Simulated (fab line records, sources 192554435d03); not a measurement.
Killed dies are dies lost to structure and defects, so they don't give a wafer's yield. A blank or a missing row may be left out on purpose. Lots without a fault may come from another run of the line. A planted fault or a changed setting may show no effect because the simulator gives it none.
Split-lot experiment | flow n5_finfet | 7 lots, 21 wafers read, on a route of 1938 steps

THE SPLIT
At N5_BEOL_M9_ETCH_66 (etches SOC in N2/H2, target depth 80 nm, overetch 16 nm, time 120 s), the setting bias_w was moved away from the recipe's 150 W on 4 of the 21 wafers read, by -16.4% to +9.9%. The other wafers ran this setting at the recipe's value.

The reading is taken at the split's own step.

THE READING
rf_vpp_V, in V, at N5_BEOL_M9_ETCH_66 (etches SOC in N2/H2, target depth 80 nm, overetch 16 nm, time 120 s). Fault-free wafers of this fab line usually give 523.8 V, standard deviation 2.4 V.

wafer  | tool, chamber at the split | bias_w as run, W | against the recipe | rf_vpp_V, V | against lot-mates on the recipe
L074.1 | rie_diel-04, 0             | 150              | recipe             | 522.6       | -
L074.2 | rie_diel-04, 1             | 150              | recipe             | 523.6       | -
L074.3 | rie_diel-04, 3             | 150              | recipe             | 520.7       | -
L075.1 | rie_diel-05, 3             | 150              | recipe             | 527.8       | -
L075.3 | rie_diel-05, 2             | 150              | recipe             | 523.9       | -
L075.5 | rie_diel-05, 0             | 150              | recipe             | 522.0       | -
L081.2 | rie_diel-02, 3             | 150              | recipe             | 522.1       | -
L081.3 | rie_diel-02, 1             | 150              | recipe             | 525.1       | -
L081.4 | rie_diel-02, 0             | 150              | recipe             | 519.2       | -
L084.3 | rie_diel-02, 1             | 164.8            | +9.9%              | 556.4       | +32.8
L084.4 | rie_diel-02, 2             | 150              | recipe             | 523.6       | -
L084.6 | rie_diel-02, 2             | 164.8            | +9.9%              | 555.8       | +32.2
L085.1 | rie_diel-02, 0             | 150              | recipe             | 519.9       | -
L085.2 | rie_diel-02, 3             | 150              | recipe             | 522.6       | -
L085.6 | rie_diel-02, 0             | 140.4            | -6.4%              | 499.7       | -21.6
L092.2 | rie_diel-02, 0             | 150              | recipe             | 520.6       | -
L092.3 | rie_diel-02, 2             | 150              | recipe             | 524.0       | -
L092.5 | rie_diel-02, 3             | 125.4            | -16.4%             | 464.8       | -57.5
L094.2 | rie_diel-04, 0             | 150              | recipe             | 522.1       | -
L094.3 | rie_diel-04, 2             | 150              | recipe             | 523.2       | -
L094.6 | rie_diel-04, 3             | 150              | recipe             | 529.0       | -

THE FIT
A straight line over all 21 wafers: rf_vpp_V changes by +3.48 V for each +1% of bias_w; r = +0.99; the points scatter about the line by 2.4 V.
The same after taking each lot's own level away (the mean of its wafers on the recipe; 21 wafers): +3.41 V for each +1%; r = +0.99; scatter 2.1 V.
On that fit, the largest move of bias_w shifts the reading by 56 V.
The lots' own levels span 521.25 to 524.77 V, that is 1.5 times the standard deviation above.
So the lot-to-lot level changes the slope little: the two slopes agree.
Check: with one of the wafers moved furthest among these (-16.4%) left out of the fit, the line predicts -54.3 V for it against its lot-mates. It came out at -57.5 V against them.
Tool readings at the split's step, against how far the setting was moved: rf_vpp_V r = +0.99.

OTHER SPLITS ON THESE WAFERS
These wafers also went through other splits before the reading. Each is held against what the fit with the lots' levels taken away leaves over:
other split on the same wafers   | wafers away from the commonest value | r with rf_vpp_V (lot level and that fit taken away)
N5_BEOL_M8_TRENCH_ETCH_37 time_s | 4                                    | -0.13
N5_BEOL_M9_COAT_22 spin_rpm      | 12                                   | -0.01

THE FILE'S OWN FIT
rf_vpp_V changes by +3.44 V for each +1% of bias_w, r = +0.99.
